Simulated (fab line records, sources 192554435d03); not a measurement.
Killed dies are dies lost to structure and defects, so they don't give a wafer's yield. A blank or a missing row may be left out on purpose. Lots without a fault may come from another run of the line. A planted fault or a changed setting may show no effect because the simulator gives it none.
Which tool did it? | flow n5_finfet | 21 lots, 63 wafers sampled, at 6 steps of a route of 1938

WHAT THE GAUGES READ, wafer by wafer
The record holds no reading of a measuring or inspecting step that can be judged against a usual standard deviation.

WHICH TOOL RAN EACH LOT (tool, then ch and the chambers of the sampled wafers, then the start)
lot  | N5_HKMG_FIN_ALD_75              | N5_HKMG_FIN_DESCUM_53             | N5_HKMG_FIN_DESCUM_17             | N5_HKMG_FIN_ETCH_35               | N5_HKMG_FIN_CMP_23            | N5_GATE_CUT_ETCH_56
L075 | ald_hk-01 ch 0,2,3, day 4 10:55 | rie_diel-01 ch 0,2,3, day 4 11:28 | rie_diel-01 ch 0,1,2, day 4 14:57 | rie_diel-01 ch 0,1,2, day 4 15:15 | cmp-01 ch 0,1,3, day 4 19:05  | rie_metal-02 ch 0,1, day 4 19:45
L076 | ald_hk-02 ch 0,3, day 4 15:47   | rie_diel-04 ch 1,2,3, day 4 16:13 | rie_diel-01 ch 0,2, day 4 19:34   | rie_diel-01 ch 0,2, day 4 19:52   | cmp-01 ch 0,1,2, day 4 23:37  | rie_metal-03 ch 0,1, day 5 00:29
L078 | ald_hk-02 ch 0,1,3, day 4 22:22 | rie_diel-05 ch 0,2,3, day 4 22:55 | rie_diel-01 ch 0,1, day 5 02:26   | rie_diel-01 ch 0,1, day 5 02:44   | cmp-01 ch 1,2,3, day 5 06:22  | rie_metal-03 ch 0, day 5 07:14
L079 | ald_hk-03 ch 0,2,3, day 5 05:43 | rie_diel-04 ch 0,2,3, day 5 06:08 | rie_diel-01 ch 0,2,3, day 5 09:38 | rie_diel-01 ch 0,2,3, day 5 09:56 | cmp-04 ch 1,2,3, day 5 13:19  | rie_metal-02 ch 0,1, day 5 14:11
L080 | ald_hk-02 ch 0,2,3, day 5 12:13 | rie_diel-05 ch 1,2,3, day 5 12:47 | rie_diel-05 ch 0,2,3, day 5 16:10 | rie_diel-05 ch 0,2,3, day 5 16:28 | cmp-02 ch 0,1, day 5 20:06    | rie_metal-03 ch 0,1, day 5 20:53
L081 | ald_hk-01 ch 0,1,2, day 5 17:32 | rie_diel-01 ch 0,1,3, day 5 18:06 | rie_diel-01 ch 0,1,3, day 5 21:28 | rie_diel-01 ch 0,1,3, day 5 21:46 | cmp-01 ch 0,1,2, day 6 01:09  | rie_metal-02 ch 0,1, day 6 02:01
L082 | ald_hk-03 ch 0,1,2, day 5 22:26 | rie_diel-01 ch 0,1, day 5 22:53   | rie_diel-05 ch 0,1,3, day 6 02:16 | rie_diel-05 ch 0,1,3, day 6 02:34 | cmp-01 ch 0,1,3, day 6 06:12  | rie_metal-03 ch 0, day 6 06:59
L083 | ald_hk-03 ch 0,2,3, day 6 08:49 | rie_diel-04 ch 2,3, day 6 09:22   | rie_diel-04 ch 0,1,2, day 6 13:00 | rie_diel-04 ch 0,1,2, day 6 13:18 | cmp-04 ch 0,2,3, day 6 17:02  | rie_metal-03 ch 1, day 6 17:49
L084 | ald_hk-02 ch 0,1,3, day 6 11:03 | rie_diel-04 ch 1,2, day 6 11:37   | rie_diel-04 ch 1,2, day 6 15:13   | rie_diel-04 ch 1,2, day 6 15:31   | cmp-04 ch 1,2,3, day 6 19:04  | rie_metal-03 ch 1, day 6 19:58
L085 | ald_hk-01 ch 0,1,3, day 6 17:38 | rie_diel-04 ch 0,1,2, day 6 18:07 | rie_diel-04 ch 1,2,3, day 6 21:32 | rie_diel-04 ch 1,2,3, day 6 21:50 | cmp-04 ch 0,2,3, day 7 01:20  | rie_metal-01 ch 0,1, day 7 02:12
L086 | ald_hk-03 ch 0,1,3, day 7 01:16 | rie_diel-04 ch 0,3, day 7 01:46   | rie_diel-04 ch 1,2,3, day 7 05:22 | rie_diel-04 ch 1,2,3, day 7 05:41 | cmp-04 ch 1,3, day 7 09:21    | rie_metal-02 ch 0,1, day 7 10:13
L087 | ald_hk-02 ch 0,2,3, day 7 03:40 | rie_diel-05 ch 1,2,3, day 7 04:10 | rie_diel-01 ch 0,2,3, day 7 07:25 | rie_diel-01 ch 0,2,3, day 7 07:43 | cmp-04 ch 1,2,3, day 7 11:13  | rie_metal-03 ch 0, day 7 12:12
L088 | ald_hk-01 ch 0,1,2, day 7 10:30 | rie_diel-05 ch 1,3, day 7 11:16   | rie_diel-01 ch 0,2, day 7 14:50   | rie_diel-01 ch 0,2, day 7 15:08   | cmp-04 ch 0,2, day 7 18:50    | rie_metal-02 ch 0,1, day 7 19:42
L090 | ald_hk-01 ch 2,3, day 7 23:08   | rie_diel-04 ch 0,1,2, day 7 23:43 | rie_diel-04 ch 0,3, day 8 03:07   | rie_diel-04 ch 0,3, day 8 03:25   | cmp-04 ch 0,2, day 8 06:49    | rie_metal-03 ch 0,1, day 8 07:40
L091 | ald_hk-01 ch 1,2,3, day 8 06:34 | rie_diel-04 ch 0,2, day 8 07:07   | rie_diel-01 ch 0,1,3, day 8 10:51 | rie_diel-01 ch 0,1,3, day 8 11:09 | cmp-01 ch 0,1,3, day 8 14:35  | rie_metal-02 ch 0,1, day 8 15:28
L092 | ald_hk-03 ch 1,3, day 8 09:59   | rie_diel-04 ch 0,1, day 8 10:33   | rie_diel-01 ch 0,1, day 8 13:59   | rie_diel-01 ch 0,1, day 8 14:17   | cmp-02 ch 0,1,2, day 8 17:44  | rie_metal-01 ch 0,1, day 8 18:36
L093 | ald_hk-01 ch 0,2, day 8 15:38   | rie_diel-04 ch 0,1, day 8 16:11   | rie_diel-04 ch 1,2, day 8 19:33   | rie_diel-04 ch 1,2, day 8 19:51   | cmp-01 ch 0,1,2, day 8 23:19  | rie_metal-03 ch 0,1, day 9 00:08
L094 | ald_hk-01 ch 0,2,3, day 8 22:23 | rie_diel-04 ch 0,1,3, day 8 23:05 | rie_diel-05 ch 0,1,2, day 9 02:28 | rie_diel-05 ch 0,1,2, day 9 02:46 | cmp-02 ch 1,2,3, day 9 06:19  | rie_metal-03 ch 0, day 9 07:14
L095 | ald_hk-02 ch 2,3, day 9 02:07   | rie_diel-04 ch 0,3, day 9 02:40   | rie_diel-05 ch 0,1, day 9 05:55   | rie_diel-05 ch 0,1, day 9 06:13   | cmp-01 ch 0,2,3, day 9 09:39  | rie_metal-03 ch 0, day 9 10:35
L096 | ald_hk-02 ch 0,1,2, day 9 14:52 | rie_diel-01 ch 1,2,3, day 9 15:25 | rie_diel-04 ch 0,2,3, day 9 18:48 | rie_diel-04 ch 0,2,3, day 9 19:06 | cmp-01 ch 1,2,3, day 9 22:31  | rie_metal-01 ch 0,1, day 9 23:23
L097 | ald_hk-03 ch 0,1,3, day 9 20:55 | rie_diel-04 ch 0,2,3, day 9 21:33 | rie_diel-05 ch 1,3, day 10 01:04  | rie_diel-05 ch 1,3, day 10 01:23  | cmp-01 ch 1,2,3, day 10 04:44 | rie_metal-02 ch 0,1, day 10 05:37
- N5_HKMG_FIN_ALD_75: deposits Al2O3, target thk 1 nm, co reactant pulse time 1 s.
- N5_HKMG_FIN_DESCUM_53: chemistry O2, time 7.9 s.
- N5_HKMG_FIN_DESCUM_17: chemistry O2, time 7.9 s.
- N5_HKMG_FIN_ETCH_35: etches SOC in N2/H2, target depth 215.8 nm, time 243.4 s.
- N5_HKMG_FIN_CMP_23: polishes, stops on SiNx, t overpolish 10 s, target thk 46.326 nm.
- N5_GATE_CUT_ETCH_56: etches TiN in Cl2/Ar, target depth 21.6 nm.

WHAT THE TOOLS THEMSELVES READ (means of the sampled wafers that have a number; where no wafer has one, the mark that the record gives instead)
N5_HKMG_FIN_ALD_75. Usual: heater_power_w 148 W, standard deviation 18; precursor_pulse_height_rel 1.001, standard deviation 0.02.
lot  | tool      | heater_power_w (W) | precursor_pulse_height_rel | flag
L075 | ald_hk-01 | 134                | 0.996                      |
L076 | ald_hk-02 | 169                | 0.988                      |
L078 | ald_hk-02 | 153                | 0.993                      |
L079 | ald_hk-03 | 157                | 1.012                      |
L080 | ald_hk-02 | 168                | 0.992                      |
L081 | ald_hk-01 | 137                | 0.996                      |
L082 | ald_hk-03 | 149                | 0.993                      |
L083 | ald_hk-03 | 156                | 1.001                      |
L084 | ald_hk-02 | 155                | 0.991                      |
L085 | ald_hk-01 | 140                | 0.998                      |
L086 | ald_hk-03 | 158                | 1.001                      |
L087 | ald_hk-02 | 166                | 1.009                      |
L088 | ald_hk-01 | 137                | 1.002                      |
L090 | ald_hk-01 | 132                | 0.979                      |
L091 | ald_hk-01 | 133                | 1.018                      |
L092 | ald_hk-03 | 150                | 1.000                      |
L093 | ald_hk-01 | 137                | 1.004                      |
L094 | ald_hk-01 | 133                | 1.029                      |
L095 | ald_hk-02 | 156                | 1.003                      |
L096 | ald_hk-02 | 168                | 1.014                      |
L097 | ald_hk-03 | 158                | 0.992                      |

N5_HKMG_FIN_DESCUM_53. Usual: drypump_motor_current_A 5.7 A, standard deviation 0.37; o2_flow_sccm 225.0 sccm, standard deviation 0.62; oes_product_au 0.78 a.u., standard deviation 0.069; rf_vpp_V 242.8 V, standard deviation 1.3; showerhead_plenum_p_Torr 2.08 Torr, standard deviation 0.065; throttle_valve_pct 20.46 %, standard deviation 0.21.
lot  | tool        | drypump_motor_current_A (A) | o2_flow_sccm (sccm) | oes_product_au (a.u.) | rf_vpp_V (V) | showerhead_plenum_p_Torr (Torr) | throttle_valve_pct (%) | flag
L075 | rie_diel-01 | 5.4                         | 225.3               | 0.75                  | 242.5        | 2.10                            | 20.61                  |
L076 | rie_diel-04 | 5.7                         | 225.2               | 0.84                  | 242.2        | 2.06                            | 20.49                  |
L078 | rie_diel-05 | 5.3                         | 224.9               | 0.73                  | 242.4        | 2.04                            | 20.27                  |
L079 | rie_diel-04 | 5.6                         | 225.4               | 0.85                  | 244.1        | 2.10                            | 20.36                  |
L080 | rie_diel-05 | 5.6                         | 225.3               | 0.74                  | 242.9        | 2.08                            | 20.51                  |
L081 | rie_diel-01 | 5.7                         | 225.0               | 0.77                  | 243.0        | 2.14                            | 20.48                  |
L082 | rie_diel-01 | 6.0                         | 225.2               | 0.78                  | 244.1        | 2.19                            | 20.30                  |
L083 | rie_diel-04 | 5.5                         | 224.2               | 0.83                  | 242.5        | 2.07                            | 20.50                  |
L084 | rie_diel-04 | 5.8                         | 224.7               | 0.87                  | 243.2        | 2.08                            | 20.45                  |
L085 | rie_diel-04 | 5.8                         | 225.3               | 0.82                  | 243.2        | 2.08                            | 20.40                  |
L086 | rie_diel-04 | 5.6                         | 224.4               | 0.77                  | 242.7        | 2.07                            | 20.45                  |
L087 | rie_diel-05 | 5.7                         | 225.0               | 0.72                  | 243.6        | 2.08                            | 20.54                  |
L088 | rie_diel-05 | 6.0                         | 225.7               | 0.75                  | 243.0        | 2.06                            | 20.71                  |
L090 | rie_diel-04 | 5.8                         | 225.3               | 0.82                  | 243.6        | 2.08                            | 20.40                  |
L091 | rie_diel-04 | 5.7                         | 225.0               | 0.87                  | 243.5        | 2.12                            | 20.34                  |
L092 | rie_diel-04 | 5.9                         | 225.5               | 0.77                  | 242.6        | 2.09                            | 20.33                  |
L093 | rie_diel-04 | 6.0                         | 224.9               | 0.74                  | 242.2        | 2.04                            | 20.49                  |
L094 | rie_diel-04 | 5.8                         | 225.0               | 0.76                  | 241.9        | 2.05                            | 20.48                  |
L095 | rie_diel-04 | 5.7                         | 226.2               | 0.78                  | 242.0        | 2.10                            | 20.33                  |
L096 | rie_diel-01 | 5.3                         | 224.9               | 0.76                  | 242.4        | 2.09                            | 20.46                  |
L097 | rie_diel-04 | 5.6                         | 224.4               | 0.81                  | 243.0        | 2.09                            | 20.42                  |

N5_HKMG_FIN_DESCUM_17. Usual: drypump_motor_current_A 5.6 A, standard deviation 0.43; o2_flow_sccm 225.0 sccm, standard deviation 0.69; oes_product_au 0.76 a.u., standard deviation 0.061; rf_vpp_V 242.9 V, standard deviation 1.3; showerhead_plenum_p_Torr 2.09 Torr, standard deviation 0.073; throttle_valve_pct 20.48 %, standard deviation 0.23.
lot  | tool        | drypump_motor_current_A (A) | o2_flow_sccm (sccm) | oes_product_au (a.u.) | rf_vpp_V (V) | showerhead_plenum_p_Torr (Torr) | throttle_valve_pct (%) | flag
L075 | rie_diel-01 | 5.7                         | 224.4               | 0.76                  | 244.1        | 2.16                            | 20.44                  |
L076 | rie_diel-01 | 5.8                         | 225.3               | 0.72                  | 243.3        | 2.15                            | 20.64                  |
L078 | rie_diel-01 | 6.1                         | 225.3               | 0.75                  | 244.4        | 2.19                            | 20.52                  |
L079 | rie_diel-01 | 5.5                         | 225.4               | 0.73                  | 243.3        | 2.10                            | 20.62                  |
L080 | rie_diel-05 | 5.3                         | 225.5               | 0.73                  | 243.1        | 2.04                            | 20.25                  |
L081 | rie_diel-01 | 5.7                         | 224.6               | 0.77                  | 243.8        | 2.14                            | 20.49                  |
L082 | rie_diel-05 | 5.6                         | 224.2               | 0.75                  | 241.6        | 2.03                            | 20.43                  |
L083 | rie_diel-04 | 5.8                         | 225.0               | 0.82                  | 242.1        | 2.08                            | 20.39                  |
L084 | rie_diel-04 | 6.0                         | 225.9               | 0.80                  | 243.1        | 2.04                            | 20.53                  |
L085 | rie_diel-04 | 5.8                         | 224.9               | 0.80                  | 242.2        | 2.05                            | 20.53                  |
L086 | rie_diel-04 | 5.7                         | 224.7               | 0.81                  | 241.7        | 2.05                            | 20.53                  |
L087 | rie_diel-01 | 5.4                         | 224.9               | 0.72                  | 243.6        | 2.09                            | 20.66                  |
L088 | rie_diel-01 | 5.5                         | 225.4               | 0.71                  | 243.4        | 2.10                            | 20.61                  |
L090 | rie_diel-04 | 5.7                         | 224.9               | 0.78                  | 242.4        | 2.10                            | 20.32                  |
L091 | rie_diel-01 | 5.7                         | 225.3               | 0.76                  | 244.0        | 2.13                            | 20.51                  |
L092 | rie_diel-01 | 6.0                         | 225.2               | 0.76                  | 244.5        | 2.19                            | 20.35                  |
L093 | rie_diel-04 | 5.9                         | 224.8               | 0.78                  | 242.0        | 2.04                            | 20.55                  |
L094 | rie_diel-05 | 5.5                         | 225.2               | 0.74                  | 242.2        | 2.06                            | 20.43                  |
L095 | rie_diel-05 | 5.8                         | 225.2               | 0.77                  | 242.9        | 2.05                            | 20.59                  |
L096 | rie_diel-04 | 5.6                         | 225.1               | 0.81                  | 243.0        | 2.09                            | 20.42                  |
L097 | rie_diel-05 | 5.7                         | 224.9               | 0.70                  | 241.5        | 2.03                            | 20.60                  |

N5_HKMG_FIN_ETCH_35. Usual: drypump_motor_current_A 5.6 A, standard deviation 0.44; oes_product_au 0.77 a.u., standard deviation 0.061; rf_vpp_V 141.4 V, standard deviation 1.1; showerhead_plenum_p_Torr 2.53 Torr, standard deviation 0.096; throttle_valve_pct 17.83 %, standard deviation 0.2.
lot  | tool        | drypump_motor_current_A (A) | oes_product_au (a.u.) | rf_vpp_V (V) | showerhead_plenum_p_Torr (Torr) | throttle_valve_pct (%) | flag
L075 | rie_diel-01 | 5.8                         | 0.77                  | 142.5        | 2.62                            | 17.96                  |
L076 | rie_diel-01 | 5.8                         | 0.72                  | 141.5        | 2.59                            | 18.00                  |
L078 | rie_diel-01 | 6.2                         | 0.75                  | 142.3        | 2.64                            | 17.83                  |
L079 | rie_diel-01 | 5.5                         | 0.75                  | 141.4        | 2.53                            | 17.95                  |
L080 | rie_diel-05 | 5.3                         | 0.72                  | 141.0        | 2.47                            | 17.63                  |
L081 | rie_diel-01 | 5.7                         | 0.77                  | 142.9        | 2.57                            | 17.77                  |
L082 | rie_diel-05 | 5.6                         | 0.75                  | 140.5        | 2.45                            | 17.77                  |
L083 | rie_diel-04 | 5.9                         | 0.83                  | 141.0        | 2.53                            | 17.84                  |
L084 | rie_diel-04 | 6.0                         | 0.81                  | 140.6        | 2.49                            | 17.99                  |
L085 | rie_diel-04 | 5.7                         | 0.83                  | 141.8        | 2.49                            | 17.89                  |
L086 | rie_diel-04 | 5.8                         | 0.82                  | 141.9        | 2.49                            | 17.89                  |
L087 | rie_diel-01 | 5.5                         | 0.74                  | 140.9        | 2.52                            | 17.97                  |
L088 | rie_diel-01 | 5.5                         | 0.71                  | 141.9        | 2.56                            | 18.17                  |
L090 | rie_diel-04 | 5.7                         | 0.79                  | 140.9        | 2.52                            | 17.65                  |
L091 | rie_diel-01 | 5.7                         | 0.75                  | 142.1        | 2.57                            | 17.81                  |
L092 | rie_diel-01 | 6.0                         | 0.76                  | 141.5        | 2.66                            | 17.82                  |
L093 | rie_diel-04 | 6.0                         | 0.79                  | 142.0        | 2.48                            | 18.02                  |
L094 | rie_diel-05 | 5.6                         | 0.74                  | 141.1        | 2.51                            | 17.83                  |
L095 | rie_diel-05 | 5.9                         | 0.77                  | 140.7        | 2.49                            | 17.96                  |
L096 | rie_diel-04 | 5.6                         | 0.82                  | 141.2        | 2.52                            | 17.76                  |
L097 | rie_diel-05 | 5.7                         | 0.70                  | 141.1        | 2.41                            | 17.73                  |

N5_HKMG_FIN_CMP_23. Usual: motor_current_A 12.2 A, standard deviation 1.3; overpolish_run_s 9.99 s, standard deviation 0.088; pad_life_wafers 633, standard deviation 590; time_to_endpoint_s 13.0 s, standard deviation 2.6.
lot  | tool   | motor_current_A (A) | overpolish_run_s (s) | pad_life_wafers | time_to_endpoint_s (s) | flag
L075 | cmp-01 | 11.9                | 10.00                | 9               | 10.9                   |
L076 | cmp-01 | 12.3                | 10.00                | 49              | 12.7                   |
L078 | cmp-01 | 11.4                | 10.00                | 97              | 13.7                   |
L079 | cmp-04 | 12.6                | 10.00                | 1957            | 13.1                   |
L080 | cmp-02 | 14.6                | 9.99                 | 1076            | 14.8                   |
L081 | cmp-01 | 12.3                | 10.01                | 242             | 10.1                   |
L082 | cmp-01 | 12.1                | 10.01                | 290             | 11.9                   |
L083 | cmp-04 | 12.1                | 10.00                | 57              | 14.7                   |
L084 | cmp-04 | 12.1                | 9.99                 | 74              | 14.2                   |
L085 | cmp-04 | 11.8                | 10.01                | 151             | 15.5                   |
L086 | cmp-04 | 12.5                | 10.00                | 241             | 15.0                   |
L087 | cmp-04 | 12.3                | 10.00                | 259             | 15.1                   |
L088 | cmp-04 | 11.4                | 10.00                | 325             | 12.7                   |
L090 | cmp-04 | 11.5                | 9.99                 | 409             | 11.2                   |
L091 | cmp-01 | 12.2                | 9.99                 | 590             | 11.9                   |
L092 | cmp-02 | 12.4                | 10.00                | 1567            | 12.7                   |
L093 | cmp-01 | 11.9                | 9.99                 | 662             | 12.9                   |
L094 | cmp-02 | 11.2                | 10.01                | 1658            | 13.8                   |
L095 | cmp-01 | 12.3                | 10.00                | 728             | 13.6                   |
L096 | cmp-01 | 11.3                | 10.01                | 841             | 12.5                   |
L097 | cmp-01 | 11.5                | 10.00                | 883             | 12.1                   |

N5_GATE_CUT_ETCH_56. Usual: drypump_motor_current_A 5.65 A, standard deviation 0.15; oes_ar_750_au 0.75 a.u., standard deviation 0.14; oes_product_au 0.76 a.u., standard deviation 0.14; throttle_valve_pct 20.96 %, standard deviation 0.28.
lot  | tool         | drypump_motor_current_A (A) | oes_ar_750_au (a.u.) | oes_product_au (a.u.) | throttle_valve_pct (%) | flag
L075 | rie_metal-02 | 5.56                        | 0.83                 | 0.83                  | 20.66                  |
L076 | rie_metal-03 | 5.71                        | 0.60                 | 0.61                  | 21.05                  |
L078 | rie_metal-03 | 5.71                        | 0.62                 | 0.62                  | 21.36                  |
L079 | rie_metal-02 | 5.53                        | 0.82                 | 0.83                  | 20.67                  |
L080 | rie_metal-03 | 5.73                        | 0.59                 | 0.61                  | 21.06                  |
L081 | rie_metal-02 | 5.43                        | 0.81                 | 0.82                  | 20.74                  |
L082 | rie_metal-03 | 5.69                        | 0.61                 | 0.61                  | 21.38                  |
L083 | rie_metal-03 | 5.72                        | 0.58                 | 0.60                  | 20.91                  |
L084 | rie_metal-03 | 5.73                        | 0.58                 | 0.60                  | 20.91                  |
L085 | rie_metal-01 | 5.78                        | 0.93                 | 0.94                  | 20.98                  |
L086 | rie_metal-02 | 5.55                        | 0.82                 | 0.82                  | 20.67                  |
L087 | rie_metal-03 | 5.69                        | 0.61                 | 0.61                  | 21.38                  |
L088 | rie_metal-02 | 5.55                        | 0.82                 | 0.82                  | 20.68                  |
L090 | rie_metal-03 | 5.72                        | 0.72                 | 0.72                  | 21.14                  |
L091 | rie_metal-02 | 5.54                        | 0.81                 | 0.81                  | 20.68                  |
L092 | rie_metal-01 | 5.78                        | 0.92                 | 0.92                  | 20.98                  |
L093 | rie_metal-03 | 5.72                        | 0.71                 | 0.71                  | 21.15                  |
L094 | rie_metal-03 | 5.72                        | 0.60                 | 0.60                  | 21.39                  |
L095 | rie_metal-03 | 5.70                        | 0.60                 | 0.60                  | 21.40                  |
L096 | rie_metal-01 | 5.78                        | 0.91                 | 0.92                  | 20.98                  |
L097 | rie_metal-02 | 5.46                        | 0.79                 | 0.80                  | 20.77                  |

THE ANSWER, worked out from the rows above alone
Rule: a lot is off if the mean of its wafers that have a number lies more than 3 standard deviations from the usual mean. A lot without any number at a reading at which 4 lots or more have one is off too. The other lots that the step has rows for count as sound. The gauges are gone through in route order, then the tools' own readings, and for those a lot's mean is taken as printed above. The first step at which some lot is off is used, and at that step the reading that is off furthest; a lot without a number counts as furthest.
No lot is off at any reading shown: from this, nothing can be told.

WHAT THE SIMULATOR HAD PUT IN
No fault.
